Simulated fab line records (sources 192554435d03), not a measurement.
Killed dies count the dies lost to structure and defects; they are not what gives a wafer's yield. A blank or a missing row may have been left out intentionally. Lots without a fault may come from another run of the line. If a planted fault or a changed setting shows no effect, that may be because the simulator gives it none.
Which tool is to blame?	flow n5 finfet	36 wafers from 12 lots sampled at 4 of the route's 1938 steps

WHAT EACH GAUGE READ, for each wafer
The record lacks any reading of a measuring or inspecting step that a usual standard deviation could be used to judge.

EACH LOT AND THE TOOL THAT RAN IT (in order: tool; ch and the chambers of the sampled wafers; start)
lot	N5_BEOL_M15_PRE_CLEAN_42	N5_MIM_TOP_ALD_01	N5_MIM_TOP_ALD_02	N5_MIM_TOP_ETCH_ETCH_00
L804	pvd sputter-03, day 11 16:34	ald hk-01 ch 1,2,3, day 11 21:56 or earlier	ald hk-01 ch 1,2,3, day 11 21:56 or earlier	rie metal-03 ch 0,1, day 11 21:56
L805	pvd sputter-03, day 12 15:16	ald hk-03 ch 0,2,3, day 12 21:07 or earlier	ald hk-03 ch 0,2,3, day 12 21:07 or earlier	rie metal-01 ch 0,1, day 12 21:07
L807	pvd sputter-02, day 12 15:40	ald hk-02 ch 0,2,3, day 12 21:24 or earlier	ald hk-02 ch 0,2,3, day 12 21:24 or earlier	rie metal-01 ch 0,1, day 12 21:24
L808	pvd sputter-02, day 12 20:38	ald hk-01 ch 0,1,2, day 13 01:40 or earlier	ald hk-01 ch 0,1,2, day 13 01:40 or earlier	rie metal-03 ch 0,1, day 13 01:40
L806	pvd sputter-02, day 13 01:13	ald hk-03 ch 1,2,3, day 13 18:58 or earlier	ald hk-03 ch 1,2,3, day 13 18:58 or earlier	rie metal-03 ch 0,1, day 13 18:58
L810	pvd sputter-01, day 14 05:25	ald hk-02 ch 1,2,3, day 14 10:46 or earlier	ald hk-02 ch 1,2,3, day 14 10:46 or earlier	rie metal-03 ch 0,1, day 14 10:46
L811	pvd sputter-01, day 14 09:19	ald hk-03 ch 0,2, day 14 14:55 or earlier	ald hk-03 ch 0,2, day 14 14:55 or earlier	rie metal-02 ch 0,1, day 14 14:55
L815	pvd sputter-01, day 15 13:53	ald hk-03 ch 0,1,2, day 15 18:49 or earlier	ald hk-03 ch 0,1,2, day 15 18:49 or earlier	rie metal-03 ch 0,1, day 15 18:49
L813	pvd sputter-03, day 15 15:40	ald hk-02 ch 0,2, day 15 21:38 or earlier	ald hk-02 ch 0,2, day 15 21:38 or earlier	rie metal-03 ch 0,1, day 15 21:38
L816	pvd sputter-02, day 15 15:44	ald hk-03 ch 0,1,3, day 15 23:04 or earlier	ald hk-03 ch 0,1,3, day 15 23:04 or earlier	rie metal-01 ch 0,1, day 15 23:04
L817	pvd sputter-02, day 15 18:11	ald hk-02 ch 2,3, day 15 23:38 or earlier	ald hk-02 ch 2,3, day 15 23:38 or earlier	rie metal-03 ch 0,1, day 15 23:38
L825	pvd sputter-02, day 18 13:18	ald hk-02 ch 0,3, day 18 23:36 or earlier	ald hk-02 ch 0,3, day 18 23:36 or earlier	rie metal-02 ch 0,1, day 18 23:36
- N5_BEOL_M15_PRE_CLEAN_42: time 30 s.
- N5_MIM_TOP_ALD_01: deposits HfO2, target thk 5.6 nm, pulse time 1 s, purge time 3 s.
- N5_MIM_TOP_ALD_02: deposits Al2O3, purge time 3 s, co reactant pulse time 3 s.
- N5_MIM_TOP_ETCH_ETCH_00: etches TiN in Cl2/BCl3, target depth 38.5 nm.

WHAT THE TOOLS THEMSELVES READ (means of the sampled wafers that have a number; where no wafer has one, the mark that the record gives instead)
N5_BEOL_M15_PRE_CLEAN_42.
lot	tool	heater power w (W)
L804	pvd sputter-03	512
L805	pvd sputter-03	436
L807	pvd sputter-02	461
L808	pvd sputter-02	487
L806	pvd sputter-02	486
L810	pvd sputter-01	456
L811	pvd sputter-01	459
L815	pvd sputter-01	465
L813	pvd sputter-03	440
L816	pvd sputter-02	447
L817	pvd sputter-02	462
L825	pvd sputter-02	470

N5_MIM_TOP_ALD_01.
lot	tool	precursor pulse height rel
L804	ald hk-01	0.993
L805	ald hk-03	1.007
L807	ald hk-02	0.999
L808	ald hk-01	1.012
L806	ald hk-03	0.993
L810	ald hk-02	1.023
L811	ald hk-03	0.981
L815	ald hk-03	0.992
L813	ald hk-02	1.005
L816	ald hk-03	1.008
L817	ald hk-02	1.004
L825	ald hk-02	1.006

N5_MIM_TOP_ALD_02.
lot	tool	precursor pulse height rel
L804	ald hk-01	0.998
L805	ald hk-03	0.986
L807	ald hk-02	1.010
L808	ald hk-01	0.995
L806	ald hk-03	1.006
L810	ald hk-02	0.995
L811	ald hk-03	0.996
L815	ald hk-03	1.012
L813	ald hk-02	0.974
L816	ald hk-03	1.017
L817	ald hk-02	0.996
L825	ald hk-02	0.995

N5_MIM_TOP_ETCH_ETCH_00.
lot	tool	drypump motor current A (A)	oes product au (a.u.)	throttle valve pct (%)
L804	rie metal-03	6.0	0.81	22.7
L805	rie metal-01	5.7	0.74	23.0
L807	rie metal-01	5.6	0.74	23.0
L808	rie metal-03	6.0	0.80	22.7
L806	rie metal-03	6.0	0.79	22.7
L810	rie metal-03	6.0	0.80	22.7
L811	rie metal-02	5.5	0.84	22.7
L815	rie metal-03	6.0	0.78	22.7
L813	rie metal-03	5.7	0.81	22.5
L816	rie metal-01	5.8	0.69	22.8
L817	rie metal-03	6.0	0.98	22.6
L825	rie metal-02	5.5	0.80	22.7

THE ANSWER, worked out from the rows above alone
Rule: what is usual is taken from the lots themselves. Put in order of their means at a reading, lots are off if they are a third of the lots or fewer, leave a main group of 4 or more, and stand apart from it by a gap of 3 or more times the standard deviation of the main group's means; of several such gaps the widest counts. A main group whose means are all the same, to the digits that the tables above print for the reading, isn't used. A lot without any number at a reading at which 4 lots or more have one is off too. Any other lot the step has rows for is counted as sound. First the gauges in route order, then the tools' own readings, where a lot's mean is used as printed above. The first step at which some lot is off is used, and at that step the reading that is off furthest; a lot without a number counts as furthest.
Off: L817 (N5_MIM_TOP_ETCH_ETCH_00, oes product au). Main group: mean 0.78 a.u., sd 0.04.
A tool fits if, at that step or a process step before it, it ran every lot that is off, and no sound lot after the first of them. N5_MIM_TOP_ALD_01: start missing for some lots; hours and lot order therefore follow N5_MIM_TOP_ETCH_ETCH_00. N5_MIM_TOP_ALD_02: start missing for some lots; hours and lot order therefore follow N5_MIM_TOP_ETCH_ETCH_00. One fits: N5_MIM_TOP_ETCH_ETCH_00 on rie metal-03. A fault onset in the window from L813 (day 15 21:38, its last sound lot) to L817 (day 15 23:38, its first lot off) fits.

WHAT HAD BEEN PUT IN BY THE SIMULATOR
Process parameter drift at N5_MIM_TOP_ETCH_ETCH_00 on rie metal-03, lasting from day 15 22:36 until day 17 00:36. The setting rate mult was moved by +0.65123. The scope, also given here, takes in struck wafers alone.
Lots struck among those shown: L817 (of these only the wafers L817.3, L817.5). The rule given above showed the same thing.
